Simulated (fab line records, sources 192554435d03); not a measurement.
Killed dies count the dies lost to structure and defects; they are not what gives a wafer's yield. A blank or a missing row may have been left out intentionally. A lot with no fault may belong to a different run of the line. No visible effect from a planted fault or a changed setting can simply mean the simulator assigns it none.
Split-lot trial / flow n5Finfet / 7 lots, 21 wafers read, on a route of 1938 steps

== THE SPLIT ITSELF ==
At N5_DUMMY_GATE_EXPOSE_12 (exposes mask GATE, target cd 25 nm), the setting doseMj was moved away from the recipe's 34 on 6 of the 21 wafers read, by -5.9% to +6.9%. This setting was run at the recipe's value on the other wafers.

== FROM THE SPLIT TO THE READING: what the file shows between them, 2 steps ==
- N5_DUMMY_GATE_PEB_13: peb time 60 s
- N5_DUMMY_GATE_DEVELOP_14: develop time 30 s

== THE READING ==
cdNm (nm) at N5_DUMMY_GATE_CD_MEAS_15, where the cd target is 25.8 nm. Fault-free wafers of this fab line usually give 24.96 nm, standard deviation 0.24 nm.

wafer=L077.1; tool, chamber at the split=euvScanner-01, 0; doseMj as run=34; against the recipe=recipe; cdNm, nm=25.13; against lot-mates on the recipe=-
wafer=L077.5; tool, chamber at the split=euvScanner-01, 0; doseMj as run=34; against the recipe=recipe; cdNm, nm=25.27; against lot-mates on the recipe=-
wafer=L077.6; tool, chamber at the split=euvScanner-01, 0; doseMj as run=35.03; against the recipe=+3.0%; cdNm, nm=24.14; against lot-mates on the recipe=-1.06
wafer=L078.4; tool, chamber at the split=euvScanner-01, 0; doseMj as run=34; against the recipe=recipe; cdNm, nm=25.17; against lot-mates on the recipe=-
wafer=L078.5; tool, chamber at the split=euvScanner-01, 0; doseMj as run=34; against the recipe=recipe; cdNm, nm=25.24; against lot-mates on the recipe=-
wafer=L078.6; tool, chamber at the split=euvScanner-01, 0; doseMj as run=34; against the recipe=recipe; cdNm, nm=25.22; against lot-mates on the recipe=-
wafer=L080.1; tool, chamber at the split=euvScanner-01, 0; doseMj as run=34; against the recipe=recipe; cdNm, nm=25.08; against lot-mates on the recipe=-
wafer=L080.5; tool, chamber at the split=euvScanner-01, 0; doseMj as run=34; against the recipe=recipe; cdNm, nm=25.09; against lot-mates on the recipe=-
wafer=L080.6; tool, chamber at the split=euvScanner-01, 0; doseMj as run=34; against the recipe=recipe; cdNm, nm=24.95; against lot-mates on the recipe=-
wafer=L083.4; tool, chamber at the split=euvScanner-01, 0; doseMj as run=34; against the recipe=recipe; cdNm, nm=25.13; against lot-mates on the recipe=-
wafer=L083.5; tool, chamber at the split=euvScanner-01, 0; doseMj as run=34; against the recipe=recipe; cdNm, nm=24.77; against lot-mates on the recipe=-
wafer=L083.6; tool, chamber at the split=euvScanner-01, 0; doseMj as run=34; against the recipe=recipe; cdNm, nm=24.99; against lot-mates on the recipe=-
wafer=L084.2; tool, chamber at the split=euvScanner-01, 0; doseMj as run=31.99; against the recipe=-5.9%; cdNm, nm=26.03; against lot-mates on the recipe=+1.33
wafer=L084.4; tool, chamber at the split=euvScanner-01, 0; doseMj as run=34; against the recipe=recipe; cdNm, nm=24.70; against lot-mates on the recipe=-
wafer=L084.6; tool, chamber at the split=euvScanner-01, 0; doseMj as run=31.99; against the recipe=-5.9%; cdNm, nm=26.25; against lot-mates on the recipe=+1.55
wafer=L096.3; tool, chamber at the split=euvScanner-01, 0; doseMj as run=36.35; against the recipe=+6.9%; cdNm, nm=23.51; against lot-mates on the recipe=-1.28
wafer=L096.5; tool, chamber at the split=euvScanner-01, 0; doseMj as run=34; against the recipe=recipe; cdNm, nm=24.79; against lot-mates on the recipe=-
wafer=L096.6; tool, chamber at the split=euvScanner-01, 0; doseMj as run=36.35; against the recipe=+6.9%; cdNm, nm=23.90; against lot-mates on the recipe=-0.89
wafer=L097.2; tool, chamber at the split=euvScanner-02, 0; doseMj as run=34; against the recipe=recipe; cdNm, nm=24.92; against lot-mates on the recipe=-
wafer=L097.4; tool, chamber at the split=euvScanner-02, 0; doseMj as run=32.71; against the recipe=-3.8%; cdNm, nm=25.79; against lot-mates on the recipe=+0.96
wafer=L097.5; tool, chamber at the split=euvScanner-02, 0; doseMj as run=34; against the recipe=recipe; cdNm, nm=24.73; against lot-mates on the recipe=-

FIT RESULTS
A straight line over all 21 wafers: cdNm changes by -0.196 nm for each +1% of doseMj; r = -0.95; the points scatter about the line by 0.19 nm.
The same after taking each lot's own level away (the mean of its wafers on the recipe; 21 wafers): -0.206 nm for each +1%; r = -0.96; scatter 0.2 nm.
On that fit, the largest move of doseMj shifts the reading by 1.4 nm.
From 24.700 to 25.210 nm: that is the span of the lots' own levels, equal to 2.1 times the standard deviation above.
So the lot-to-lot level changes the slope little: the two slopes agree.
Check: -1.43 nm against its lot-mates is what the line predicts for one of the wafers moved furthest among these (+6.9%) when that wafer is left out of the fit. Against them it came out at -1.28 nm.

== OTHER SPLITS ON THESE WAFERS ==
These wafers also went through other splits before the reading. Each is held against what the fit with the lots' levels taken away leaves over:
other split on the same wafers=N5_PMOS_HMC_CHANNEL_EPI_COAT_31 spinRpm; wafers away from the commonest value=5; r with cdNm (lot level and that fit taken away)=+0.15
other split on the same wafers=N5_PMOS_HMC_CHANNEL_EPI_PEB_07 pebTempC; wafers away from the commonest value=7; r with cdNm (lot level and that fit taken away)=+0.01
other split on the same wafers=N5_DUMMY_GATE_COAT_09 spinRpm; wafers away from the commonest value=10; r with cdNm (lot level and that fit taken away)=+0.18

== THE FILE'S OWN FIT ==
cdNm changes by -0.216 nm for each +1% of doseMj, r = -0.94.
